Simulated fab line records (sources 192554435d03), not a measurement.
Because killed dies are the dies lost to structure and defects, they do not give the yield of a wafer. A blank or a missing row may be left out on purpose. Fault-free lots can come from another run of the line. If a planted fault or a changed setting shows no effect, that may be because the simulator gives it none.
The same fault as seen by 2 desks ; flow n5-finfet ; only its own numbers are on each desk; what lay behind them is given at the end

AT THE METROLOGY DESK
What the gauges read, lot by lot, whatever tool the lot ran on: means of the sampled wafers that have a number. Marked OUT: a lot whose mean sits more than 4 standard deviations from the usual mean, which makes it out of limits; the brackets give that distance.
Columns: A = cd-nm at N5_BEOL_M11_CD_MEAS_11, usual 64.1 nm
lot;first seen here;A
L207;day 11 09:55;64.2
L209;day 12 05:34;64.6
L211;day 12 06:25;64.2
L210;day 12 06:31;64.0
L214;day 12 22:01;64.5
L215;day 13 01:52;63.8
L217;day 13 15:54;63.7
L221;day 14 16:02;64.3
L224;day 15 10:19;64.3
L225;day 15 10:34;64.0
L226;day 16 05:05;64.1
Finding of this desk: none of the 11 lots has anything out of limits.

FOR THE TOOL OWNER'S DESK: pecvd-04
The tool's own readings at N5_BEOL_M11_PECVD_70 (deposits SiO2 from TEOS/O2, target thk 20 nm, time 22.7 s): means of the sampled wafers that have a number, for each lot that ran on this tool. Marked OUT: a lot whose mean sits more than 4 standard deviations from the usual mean, which makes it out of limits; the brackets give that distance.
Columns: A = heater-power-w at N5_BEOL_M11_PECVD_70, usual 704 W; B = showerhead-plenum-p-Torr at N5_BEOL_M11_PECVD_70, usual 8.75 Torr; C = susceptor-temp-C at N5_BEOL_M11_PECVD_70, usual 399.99 C; D = throttle-valve-pct at N5_BEOL_M11_PECVD_70, usual 22.6 %
lot;first seen here;A;B;C;D
L210;day 12 05:28;589;8.74;399.93;22.1
L214;day 12 20:11;788;8.69;400.14;22.0
L217;day 13 14:16;611;8.73;385.77 (-68) OUT;22.2
L221;day 14 14:47;616;8.73;385.61 (-68) OUT;22.4
This desk's finding: out of limits on L217, L221; first on L217, day 13 14:16 (susceptor-temp-C at N5_BEOL_M11_PECVD_70). In limits: L210, L214.

ALL TOGETHER
The tool owner's desk could have raised an alarm at day 13 14:16, on L217, L221.
From the metrology desk's view, nothing was out of limits.
The metrology desk holds a record of L217, L221, inside its limits.
All the named lots went through N5_BEOL_M11_PECVD_70 on pecvd-04.

WHAT HAD BEEN PUT IN BY THE SIMULATOR
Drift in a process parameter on pecvd-04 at N5_BEOL_M11_PECVD_70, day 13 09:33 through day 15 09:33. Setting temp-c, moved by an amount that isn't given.
Shown lots that were struck: L217, L221.
Delay in hours, fault start to first out-of-limits reading, by desk: the tool owner's desk at 5.
